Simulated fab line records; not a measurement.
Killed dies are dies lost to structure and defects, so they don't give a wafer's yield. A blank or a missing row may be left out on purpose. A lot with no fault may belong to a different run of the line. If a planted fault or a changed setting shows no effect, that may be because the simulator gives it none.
The tool behind it: which one? ; flow nand-harc ; 12 lots, 36 wafers sampled, at 5 steps of a route of 1302

== WHAT THE GAUGES SHOWED, per wafer ==
NHARC_END_SORT_01.
lot;measured;on;killed-at-array;killed-at-other;killed-at-periphery;killed-dies;killed-open;killed-short
L832;day 29 06:46;prober-01;37 673 51;1 1 0;4 3 3;42 677 54;2 2 4;0 1 3
L836;day 30 03:42;prober-01;672 74 82;0 0 0;5 3 5;677 77 87;7 3 3;1 1 3

== WHAT TOOL EACH LOT RAN ON (gives the tool, then ch and the chambers of the sampled wafers, and finally the start) ==
lot;NHARC_A_CONTACT_DEP_29;NHARC_A_CONTACT_ETCH_49;NHARC_A_CONTACT_ETCH_51;NHARC_A_CONTACT_ETCH_114
L821;pecvd-02 ch 0,1,2, day 21 17:36;rie-diel-13 ch 0,2,3, day 21 18:41;rie-diel-13 ch 0,2,3, day 21 21:05 or earlier;har-cap-etch-03 ch 0,1, day 21 21:05
L822;pecvd-01 ch 0,1, day 22 03:47;rie-diel-10 ch 2,3, day 22 04:56;rie-diel-10 ch 2,3, day 22 07:07 or earlier;har-cap-etch-03 ch 0,1, day 22 07:07
L825;pecvd-02 ch 0,1, day 23 00:53;rie-diel-12 ch 0,1, day 23 02:20;rie-diel-12 ch 1,3, day 23 05:10 or earlier;har-cap-etch-01 ch 0,1, day 23 05:10
L827;pecvd-02 ch 0,1, day 24 08:06;rie-diel-12 ch 1,2, day 24 09:09;rie-diel-12 ch 2,3, day 24 11:19 or earlier;har-cap-etch-01 ch 0,1, day 24 11:19
L828;pecvd-02 ch 0,1, day 25 00:17;rie-diel-12 ch 1,2,3, day 25 01:49;rie-diel-12 ch 0,2,3, day 25 04:01 or earlier;har-cap-etch-01 ch 0,1, day 25 04:01
L833;pecvd-03 ch 0,1,2, day 25 20:27;rie-diel-12 ch 0,2,3, day 25 21:24;rie-diel-12 ch 0,1, day 26 00:25 or earlier;har-cap-etch-02 ch 0,1, day 26 00:25
L832;pecvd-01 ch 1,2, day 26 06:25;rie-diel-12 ch 0,1,3, day 26 07:23;rie-diel-12 ch 1,3, day 26 09:45 or earlier;har-cap-etch-02 ch 0,1, day 26 09:45
L835;pecvd-03 ch 0,1, day 27 04:28;rie-diel-13 ch 0,3, day 27 05:38;rie-diel-13 ch 0,1,2, day 27 07:51 or earlier;har-cap-etch-01 ch 0,1, day 27 07:51
L836;pecvd-02 ch 0,2, day 27 08:47;rie-diel-12 ch 0,3, day 27 09:53;rie-diel-12 ch 0,1, day 27 12:06 or earlier;har-cap-etch-02 ch 0,1, day 27 12:06
L842;pecvd-02 ch 0,2, day 30 01:27;rie-diel-12 ch 1,3, day 30 02:41;rie-diel-12 ch 1,2,3, day 30 04:59 or earlier;har-cap-etch-02 ch 0, day 30 04:59
L844;pecvd-02 ch 0,1,2, day 31 04:47;rie-diel-12 ch 0,3, day 31 05:55;rie-diel-12 ch 0,3, day 31 08:51 or earlier;har-cap-etch-01 ch 1, day 31 08:51
L843;pecvd-03 ch 0,1,2, day 31 04:52;rie-diel-12 ch 0,2, day 31 06:17;rie-diel-12 ch 2,3, day 31 09:29 or earlier;har-cap-etch-03 ch 0, day 31 09:29
- NHARC_A_CONTACT_DEP_29: deposits SiON, target thk 100 nm.
- NHARC_A_CONTACT_ETCH_49: etches the open film in N2/H2, target depth 260 nm, time 475.3 s.
- NHARC_A_CONTACT_ETCH_51: etches the open film in O2/COS, target depth 7000 nm, time 1820 s.
- NHARC_A_CONTACT_ETCH_114: etches the open film in C4F8/O2/Ar, time 190 s, target depth 1850 nm.

== AS READ BY THE TOOLS THEMSELVES (means over the sampled wafers that have a number; for cases with no such wafer, the mark the record gives instead) ==
NHARC_A_CONTACT_DEP_29.
lot;tool;heater-power-outer-w (W);heater-power-w (W)
L821;pecvd-02;474;781
L822;pecvd-01;435;692
L825;pecvd-02;456;772
L827;pecvd-02;423;732
L828;pecvd-02;479;813
L833;pecvd-03;413;673
L832;pecvd-01;439;718
L835;pecvd-03;395;653
L836;pecvd-02;499;803
L842;pecvd-02;444;730
L844;pecvd-02;501;808
L843;pecvd-03;412;684

NHARC_A_CONTACT_ETCH_49.
lot;tool;drypump-motor-current-A (A);h2-flow-sccm (sccm);oes-product-au (a.u.);rf-vpp-V (V);run-length-s (s);showerhead-plenum-p-Torr (Torr);throttle-valve-pct (%)
L821;rie-diel-13;5.8;149.7;0.991;426.6;496.6;1.94;14.170
L822;rie-diel-10;5.8;149.8;1.011;430.6;496.7;2.03;14.178
L825;rie-diel-12;5.9;150.1;0.994;426.2;496.5;1.91;14.167
L827;rie-diel-12;5.6;150.0;1.007;428.9;497.1;2.01;14.180
L828;rie-diel-12;6.0;149.9;1.006;429.4;496.9;2.00;14.169
L833;rie-diel-12;5.7;150.3;0.993;429.2;496.6;1.97;14.166
L832;rie-diel-12;6.1;149.8;1.003;427.8;428.6;1.94;14.164
L835;rie-diel-13;5.5;150.0;0.990;427.5;496.8;1.95;14.169
L836;rie-diel-12;5.9;150.0;1.004;433.5;428.6;2.15;14.172
L842;rie-diel-12;6.4;150.0;0.994;428.8;496.8;1.97;14.172
L844;rie-diel-12;5.9;150.1;1.003;432.6;496.6;2.14;14.178
L843;rie-diel-12;5.3;149.6;1.006;432.3;496.8;2.09;14.164

NHARC_A_CONTACT_ETCH_51.
lot;tool;drypump-motor-current-A (A);oes-product-au (a.u.);rf-vpp-V (V);run-length-s (s);showerhead-plenum-p-Torr (Torr);throttle-valve-pct (%)
L821;rie-diel-13;5.8;1.001;311.9;1841.4;2.98;28.337
L822;rie-diel-10;5.8;1.004;313.4;1841.4;3.11;28.332
L825;rie-diel-12;6.4;1.003;313.0;1841.1;3.06;28.330
L827;rie-diel-12;5.6;1.006;313.8;1841.4;3.11;28.328
L828;rie-diel-12;5.7;0.996;312.5;1841.6;3.03;28.331
L833;rie-diel-12;6.1;0.997;311.4;1841.6;2.96;28.329
L832;rie-diel-12;6.4;0.996;312.7;1841.2;3.02;28.319
L835;rie-diel-13;5.9;1.005;313.0;1841.7;3.10;28.336
L836;rie-diel-12;6.1;1.005;314.6;1841.1;3.12;28.328
L842;rie-diel-12;6.0;0.997;313.3;1841.5;3.05;28.321
L844;rie-diel-12;6.1;1.003;315.3;1841.2;3.16;28.333
L843;rie-diel-12;5.6;1.009;312.7;1841.5;3.09;28.319

== THE ANSWER, worked out from the rows above alone ==
Rule: usual is defined by the lots themselves. Put in order of their means at a reading, lots are off if they are a third of the lots or fewer, leave a main group of 4 or more, and stand apart from it by a gap of 3 or more times the standard deviation of the main group's means; of several such gaps the widest counts. Not used: any main group whose means are identical at the precision the tables above print for the reading. Also off: a lot with no number at a reading for which 4 or more lots have one. All remaining lots with rows at the step are treated as sound. Order of review: gauges by route order, followed by the tools' own readings, for which a lot's mean as printed above is used. At the first step where some lot is off, the reading lying furthest off is the one used; lots without a number count as furthest.
Off, at NHARC_A_CONTACT_ETCH_49 on run-length-s: L832, L836. The main group has a mean of 496.7 s with a standard deviation of 0.17.
If a tool, at that step or one of the process steps before it, ran each lot that is off and ran no sound lot following the first of them, it fits. No candidate that was tried fits.

== WHAT WAS PUT IN BY THE SIMULATOR ==
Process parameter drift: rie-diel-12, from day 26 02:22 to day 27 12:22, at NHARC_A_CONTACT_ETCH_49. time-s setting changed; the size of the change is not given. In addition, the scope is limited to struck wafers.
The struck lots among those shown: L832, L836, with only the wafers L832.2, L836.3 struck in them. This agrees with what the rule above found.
